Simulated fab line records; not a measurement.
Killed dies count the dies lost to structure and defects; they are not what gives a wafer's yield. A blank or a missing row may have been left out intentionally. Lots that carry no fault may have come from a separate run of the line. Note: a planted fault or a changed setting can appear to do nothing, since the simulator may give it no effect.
Split-lot study	flow n5-finfet	on a route of 1938 steps: 7 lots, 21 wafers read

== THE SPLIT ==
At N5_BEOL_M9_EXPOSE_08 (exposes mask M9), the setting dose-mj was moved away from the recipe's 53.75 on 7 of the 21 wafers read, by -5.5% to +5.0%. All remaining wafers had this setting at the recipe value.

== FROM THE SPLIT TO THE READING: what the file shows between them, 13 steps ==
- N5_BEOL_M9_PEB_09: peb time 60 s
- N5_BEOL_M9_DEVELOP_10: develop time 30 s
- N5_BEOL_M9_CD_MEAS_11: target cd 64.1 nm
- N5_BEOL_M9_ETCH_62: etches SOC in N2/H2, target depth 110 nm, overetch 22 nm, time 165 s (also split here: time-s)
- N5_BEOL_M9_STRIP_68: strips in N2/H2
- N5_BEOL_M9_STRIP_67: strips in CF4
- N5_BEOL_M9_HM_OPEN_17: chemistry Cl2/BCl3, target TiN, target depth 20 nm, overetch 6 nm
- N5_BEOL_M9_STRIP_19: strips in O2
- N5_BEOL_M9_CD_MEAS_18: pitch 140 nm, target cd 70 nm
- N5_BEOL_M9_COAT_63: time 60 s, resist thk 60 nm
- N5_BEOL_M9_COAT_64: time 60 s, resist thk 12 nm
- N5_BEOL_M9_PRECLEAN_42: cleans in residue remover, time 60 s
- N5_BEOL_M9_SRD_43: time 30 s

== THE READING ==
cd-nm, in nm, at N5_BEOL_M9_CD_MEAS_35 (target cd 70 nm, target cd y 40 nm). Fault-free wafers of this fab line usually give 69.6 nm, standard deviation 0.83 nm.

wafer	tool, chamber at the split	dose-mj as run	against the recipe	cd-nm, nm	against lot-mates on the recipe
L077.1	arfi-scanner-02, 0	53.75	recipe	69.3	-
L077.2	arfi-scanner-02, 0	53.75	recipe	69.6	-
L077.3	arfi-scanner-02, 0	56.46	+5.0%	71.1	+1.7
L078.3	arfi-scanner-02, 0	55.82	+3.9%	71.4	+2.5
L078.4	arfi-scanner-02, 0	53.75	recipe	68.9	-
L078.5	arfi-scanner-02, 0	55.82	+3.9%	72.1	+3.2
L079.2	arfi-scanner-02, 0	53.75	recipe	69.3	-
L079.4	arfi-scanner-02, 0	55.12	+2.5%	70.4	+1.4
L079.5	arfi-scanner-02, 0	53.75	recipe	68.7	-
L080.3	arfi-scanner-02, 0	53.75	recipe	69.1	-
L080.4	arfi-scanner-02, 0	53.75	recipe	69.5	-
L080.5	arfi-scanner-02, 0	53.75	recipe	69.1	-
L091.4	arfi-scanner-02, 0	50.82	-5.5%	67.5	-2.6
L091.5	arfi-scanner-02, 0	53.75	recipe	69.9	-
L091.6	arfi-scanner-02, 0	53.75	recipe	70.3	-
L094.2	arfi-scanner-01, 0	53.75	recipe	69.5	-
L094.3	arfi-scanner-01, 0	53.75	recipe	68.7	-
L094.4	arfi-scanner-01, 0	53.75	recipe	69.4	-
L095.2	arfi-scanner-01, 0	51.14	-4.9%	66.3	-3.9
L095.3	arfi-scanner-01, 0	51.14	-4.9%	67.6	-2.6
L095.5	arfi-scanner-01, 0	53.75	recipe	70.2	-

THE FIT
A straight line over all 21 wafers: cd-nm changes by +0.458 nm for each +1% of dose-mj; r = +0.91; the points scatter about the line by 0.55 nm.
The same after taking each lot's own level away (the mean of its wafers on the recipe; 21 wafers): +0.575 nm for each +1%; r = +0.95; scatter 0.51 nm.
The reading moves by 3.1 nm for the largest change in dose-mj, on that fit.
Measured against the standard deviation above, the lots' own levels, which go from 68.90 to 70.20 nm, span 1.6 times it.
So the lot-to-lot level changes the slope: the two fits differ.
Check: -3.35 nm against its lot-mates is what the line predicts for one of the wafers moved furthest among these (-5.5%) when that wafer is left out of the fit. It came out at -2.6 nm against them.

== FURTHER SPLITS ON THESE WAFERS ==
Before the reading, these wafers also passed through other splits. Each is held against what the fit with the lots' levels taken away leaves over:
other split on the same wafers	wafers away from the commonest value	r with cd-nm (lot level and that fit taken away)
N5_BEOL_M7_EXPOSE_25 dose-mj	9	-0.54
N5_BEOL_M8_ALD_77 ald-cycles	11	+0.42
N5_BEOL_M9_ETCH_62 time-s	10	+0.01

== THE WHOLE CHAIN: every reading that the file lists as answering this split, in the file's order ==
step	what it does	reading	change (the file's fit)	r (the file's)
N5_BEOL_M9_CD_MEAS_11	target cd 64.1 nm	cd-nm	+0.408 nm for each +1% of the setting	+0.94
N5_BEOL_M9_CD_MEAS_18	pitch 140 nm, target cd 70 nm	cd-nm	+0.515 nm for each +1% of the setting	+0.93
N5_BEOL_M9_CD_MEAS_35	target cd 70 nm, target cd y 40 nm	cd-nm	+0.529 nm for each +1% of the setting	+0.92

== FILE'S OWN FIT ==
cd-nm changes by +0.529 nm for each +1% of dose-mj, r = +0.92.
